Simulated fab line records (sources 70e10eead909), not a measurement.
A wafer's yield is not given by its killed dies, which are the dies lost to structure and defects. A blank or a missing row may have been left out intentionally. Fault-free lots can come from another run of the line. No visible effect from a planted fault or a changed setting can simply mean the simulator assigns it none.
A lot that was struck, set against a sound lot + flow nandHarc + 16 out of 1302 route steps
Sound: these wafers, L984.2, L984.5, L984.6. Wafers struck: L991.1, L991.2, L991.6. The cause is given at the end.
Per side, at each step with rows, come the tool, then ch with its chambers, and then its first start. Under that, the readings that differ: sound wafers + struck wafers + difference of the means + sigmas: that difference in standard deviations of wafers without a fault.
alike: readings whose means differ by less than 2 such deviations, and words and numbers that are the same on both sides. not compared: withheld readings, readings that some wafer has no value for, bounds like >300 that may hide the same value, and numbers for which the record gives no deviation and whose values overlap.
Wherever a step has rows on one side only, a row that says differs or no value, or a row with sigmas, the two part there. Numbers that don't overlap but have no deviation are shown without sigmas and don't part them. Lack of a reading on every wafer of one side parts them only where that side has two or more wafers.

first, 1 step without rows for these wafers: NHARC_P_GATE_HARDBAKE_47 (time 80 s).
NHARC_P_GATE_DESCUM_48: chemistry O2, time 3 s.
  sound on rieDiel-08 ch 1,2,3, day 6 08:46; struck on rieDiel-03 ch 0,1, day 9 09:45
  alike: drypumpMotorCurrentA, oesProductAu, rfVppV, showerheadPlenumPTorr, throttleValvePct
  not compared: rfHoursCounterH
then, 1 step without rows for these wafers: NHARC_P_GATE_IMPLANT_49.
NHARC_P_GATE_STRIP_111: strips in N2/H2, time 250 s.
  sound on plasmaAsher-01 ch 0,1, day 6 09:05; struck on plasmaAsher-01 ch 0,1, day 9 10:07
  alike: drypumpMotorCurrentA, heaterPowerW, rfReflPowerW
  not compared: rfHoursCounterH
NHARC_P_GATE_STRIP_75: strips in O2.
  sound on plasmaAsher-01 ch 0,1, day 6 09:23; struck on plasmaAsher-01 ch 0,1, day 9 10:25
  alike: drypumpMotorCurrentA, heaterPowerW, rfReflPowerW
  not compared: rfHoursCounterH
then, 7 steps without rows for these wafers: NHARC_P_GATE_STRIP_50 (strips in SPM, time 900 s); NHARC_P_GATE_DEHYDRATE_51 (time 120 s); NHARC_P_GATE_HMDS_52 (time 30 s); NHARC_P_GATE_COAT_53; NHARC_P_GATE_SOFTBAKE_54 (time 95 s); NHARC_P_GATE_EBR_55; NHARC_P_GATE_EXPOSE_56 (exposes mask P PSD, target cd 720 nm).
NHARC_P_GATE_PEB_57: peb time 85 s.
  sound on lithoTrack-07 ch 0, day 6 10:06; struck on lithoTrack-07 ch 0, day 9 11:15
| reading               | sound                | struck               | difference | sigmas |
|-----------------------|----------------------|----------------------|------------|--------|
| heaterPowerTotalW (W) | 163.71 163.89 163.62 | 156.66 157.12 157.27 | -6.72      | -26    |
| plateTempC (C)        | 118.05 118.12 118.03 | 114.11 114.12 114.31 | -3.89      | -28    |
then, 1 step without rows for these wafers: NHARC_P_GATE_DEVELOP_58 (time 70 s).
NHARC_P_GATE_CD_MEAS_59: target cd 720 nm.
  sound on cdSem-02 ch 0, day 6 10:13; struck on cdSem-02 ch 0, day 9 11:20
| reading   | sound             | struck            | difference | sigmas |
|-----------|-------------------|-------------------|------------|--------|
| cdNm (nm) | 721.1 721.5 722.1 | 714.5 712.1 713.0 | -8.4       | -4     |
then, 1 step without rows for these wafers: NHARC_P_GATE_HARDBAKE_60 (time 80 s).

== WHERE THEY PART ==
Last at NHARC_P_GATE_CD_MEAS_59 as far as this record goes, first at NHARC_P_GATE_PEB_57.

WHY: the cause the simulator had injected
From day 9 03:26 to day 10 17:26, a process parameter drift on lithoTrack-07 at NHARC_P_GATE_PEB_57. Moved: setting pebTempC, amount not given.
